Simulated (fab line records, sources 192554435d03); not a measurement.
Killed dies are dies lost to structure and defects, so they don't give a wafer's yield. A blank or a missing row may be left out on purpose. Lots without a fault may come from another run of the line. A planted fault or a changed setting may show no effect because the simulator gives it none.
Which tool did it? | flow n5_finfet | 9 lots, 27 wafers sampled, at 5 steps of a route of 1938

WHAT THE GAUGES READ, wafer by wafer
N5_BEOL_M4_RC_MEAS_101.
lot  | measured     | on        | RS_PWELL (ohm/sq)
L365 | day 8 21:13  | prober-01 | 3018 2979 2998
L366 | day 8 22:00  | prober-01 | 3049 3016 3025
L367 | day 9 03:22  | prober-02 | 3041 3012 2992
L370 | day 10 00:09 | prober-02 | 3027 3025 3027
L374 | day 11 02:35 | prober-02 | 3011 3030 3007
L375 | day 11 20:29 | prober-02 | 3155 3138 3163
L376 | day 11 02:22 | prober-01 | 3042 3047 3026
L377 | day 11 22:19 | prober-01 | 3179 3176 3168
L378 | day 12 05:07 | prober-02 | 3028 3010 3004

WHICH TOOL RAN EACH LOT (tool, then ch and the chambers of the sampled wafers, then the start)
lot  | N5_ZERO_LAYER_PECVD_02         | N5_WELL_APT_DESCUM_30             | N5_WELL_APT_IMPLANT_31         | N5_PMOS_HMC_CHANNEL_EPI_HM_DEP_34
L365 | pecvd-01 ch 1,2, day 2 06:18   | rie_diel-04 ch 1,2,3, day 2 09:10 | implanter-01 ch 0, day 2 09:18 | pecvd-02 ch 0,1, day 2 10:55
L366 | pecvd-01 ch 1,2, day 2 12:17   | rie_diel-06 ch 1,2, day 2 16:09   | implanter-02 ch 0, day 2 16:15 | pecvd-01 ch 0,1, day 2 17:50
L367 | pecvd-03 ch 0,1,2, day 2 18:17 | rie_diel-06 ch 0,3, day 2 21:12   | implanter-02 ch 0, day 2 21:18 | pecvd-04 ch 0, day 2 23:05
L370 | pecvd-01 ch 0,1, day 3 12:17   | rie_diel-04 ch 0,2,3, day 3 15:05 | implanter-02 ch 0, day 3 15:14 | pecvd-01 ch 0,1, day 3 16:45
L374 | pecvd-03 ch 0,1, day 4 12:17   | rie_diel-04 ch 1,2, day 4 15:40   | implanter-01 ch 0, day 4 15:47 | pecvd-04 ch 0,1,2, day 4 17:23
L375 | pecvd-01 ch 0,2, day 4 18:27   | rie_diel-02 ch 1,2, day 4 21:01   | implanter-02 ch 0, day 4 21:07 | pecvd-02 ch 1,2, day 4 22:44
L376 | pecvd-04 ch 0,1,2, day 5 00:19 | rie_diel-02 ch 0,2,3, day 5 03:10 | implanter-01 ch 0, day 5 03:21 | pecvd-04 ch 0,1,2, day 5 04:53
L377 | pecvd-03 ch 0,2, day 5 06:17   | rie_diel-06 ch 1,2,3, day 5 09:01 | implanter-02 ch 0, day 5 09:07 | pecvd-04 ch 0,2, day 5 10:42
L378 | pecvd-01 ch 0,1,2, day 5 12:19 | rie_diel-04 ch 0,1,3, day 5 15:11 | implanter-01 ch 0, day 5 15:23 | pecvd-02 ch 0,1,2, day 5 16:56
- N5_ZERO_LAYER_PECVD_02: deposits SiO2 from SiH4/N2O, target thk 10 nm, time 6 s.
- N5_WELL_APT_DESCUM_30: chemistry O2, time 7.9 s.
- N5_WELL_APT_IMPLANT_31
- N5_PMOS_HMC_CHANNEL_EPI_HM_DEP_34: deposits SiO2 from TEOS/O2, target thk 36 nm, time 6.9 s.

THE ANSWER, worked out from the rows above alone
Rule: what is usual is taken from the lots themselves. Put in order of their means at a reading, lots are off if they are a third of the lots or fewer, leave a main group of 4 or more, and stand apart from it by a gap of 3 or more times the standard deviation of the main group's means; of several such gaps the widest counts. A main group whose means are all the same, to the digits that the tables above print for the reading, isn't used. A lot without any number at a reading at which 4 lots or more have one is off too. The other lots that the step has rows for count as sound.
Off: L375, L377, at N5_BEOL_M4_RC_MEAS_101 (RS_PWELL). The main group: mean 3020 ohm/sq, standard deviation 12.
A tool fits if, at a process step before that reading, it ran every lot that is off, and no sound lot after the first of them. The gauges at N5_BEOL_M4_RC_MEAS_101 are tried like those tools. One fits: implanter-02 at N5_WELL_APT_IMPLANT_31. Its last sound lot is L370 (day 3 15:14), its first lot that is off L375 (day 4 21:07): a fault that began between those two fits.

WHAT THE SIMULATOR HAD PUT IN
Process parameter drift: implanter-02, from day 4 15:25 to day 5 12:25, at N5_WELL_APT_IMPLANT_31. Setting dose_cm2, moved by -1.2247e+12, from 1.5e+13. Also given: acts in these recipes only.
Lots struck among those shown: L375, L377. The rule above found the same.
